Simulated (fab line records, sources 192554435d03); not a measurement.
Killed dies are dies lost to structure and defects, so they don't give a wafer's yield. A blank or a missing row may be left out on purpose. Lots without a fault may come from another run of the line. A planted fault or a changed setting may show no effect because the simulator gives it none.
Problem report in the 8D (eight disciplines) form, filled by code | flow n5_finfet | the parts of the form that need people (team, actions taken, sign-off) are left out

1. THE PROBLEM
MD_CAP_THK at N5_MOL_CONTACT_COAG_THK_MEAS_29 reads a mean of 17.48 nm on 2 wafers of 2 lots; wafers without a fault read 17.92 nm with a standard deviation of 0.08. That is -5.4 standard deviations from the usual mean.
First seen on wafer L621.2, day 9 03:02, on film_metro-02. The record holds 12 wafers of 4 lots with a number at this step. Rule for "out", or "out of limits": more than 4 standard deviations from the usual mean. The other wafers with a number count as sound.

2. WHAT IT IS AND WHAT IT IS NOT
question                    | is                           | is not
which readings at this step | MD_CAP_THK                   | -
which lots                  | L621, L624                   | L613, L620
which wafers of those lots  | L621.2, L624.1               | L621.4, L621.6, L624.3, L624.5
read on which gauges        | film_metro-01, film_metro-02 | -
when                        | from day 9 03:02             | up to then (8 sound wafers); but 2 sound wafers of L624 came after

3. SUSPECTS, AND WHAT RULES EACH OUT
Counting: a tool at a process step up to the reading stays a suspect if it ran every lot that is out. Sound lots after the first of them don't rule it out here, since some wafers of a struck lot are sound.
- the gauge at N5_MOL_CONTACT_COAG_THK_MEAS_29: ruled out. The wafers that are out were read on 2 gauges (film_metro-01, film_metro-02).
- cmp-01 at N5_MOL_CONTACT_COAG_CMP_23 (polishes, stops on SiO2, t overpolish 1.5 s, target thk 0 nm): kept. It ran every lot that is out, first L621 (day 8 23:02); its last sound lot up to then is L613 (day 6 22:19). Its own readings are out on those wafers: head_pressure_psi.
- cmp-01 at N5_MOL_CONTACT_COAG_CMP_28 (polishes, stops on SiNx, t overpolish 0.85 s, target thk 14.522 nm): kept. It ran every lot that is out, first L621 (day 9 02:44).
- Within cmp-01 at N5_MOL_CONTACT_COAG_CMP_23: the wafers that are out ran in chamber 2; their sound lot-mates ran in chambers 0, 1, 3.
Left after counting: cmp-01 at N5_MOL_CONTACT_COAG_CMP_23, cmp-01 at N5_MOL_CONTACT_COAG_CMP_28.

4. THE CAUSE (what the simulator had put in)
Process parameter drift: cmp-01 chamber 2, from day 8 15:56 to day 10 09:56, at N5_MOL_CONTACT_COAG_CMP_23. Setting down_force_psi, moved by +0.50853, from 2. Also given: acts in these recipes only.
Counting left 2 suspects, and this tool is among them.

5. THE CHAIN OF EFFECTS, in route order
Each row: a reading whose mean over the struck wafers that have a number lies more than 3 standard deviations from the usual. Only readings for which the record gives a usual standard deviation are gone through. hours: the time from each lot's start at the first step in this table that gives one to its start at this step, as a median over the lots. sigmas: the change in usual standard deviations.
hours | step                            | reading           | usual     | on struck wafers | change | sigmas
0     | N5_MOL_CONTACT_COAG_CMP_23      | head_pressure_psi | 2.000 psi | 2.504            | +0.504 | +99 or more
3     | N5_MOL_CONTACT_COAG_THK_MEAS_29 | MD_CAP_THK        | 17.92 nm  | 17.48            | -0.44  | -5.4
The process steps in it:
- N5_MOL_CONTACT_COAG_CMP_23: polishes, stops on SiO2, t overpolish 1.5 s, target thk 0 nm.
Later measuring or inspecting steps at which every struck wafer that the step has a row for has a number for every such reading, and none has moved that far: N5_BEOL_M4_RC_MEAS_101.

6. WHAT WOULD HAVE CAUGHT IT SOONER
In this record the first reading out of limits at a measuring or inspecting step was taken at day 9 03:02, 11 hours after the fault began at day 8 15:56.
The tool's own readings at N5_MOL_CONTACT_COAG_CMP_23 were out on every struck wafer that the step has a row for (head_pressure_psi): an alarm limit on them would have fired on the first of those.
Of the lots that are out (2), L624 began N5_MOL_CONTACT_COAG_CMP_23 on cmp-01 after day 9 03:02. A hold on the tool at that time would have spared it.
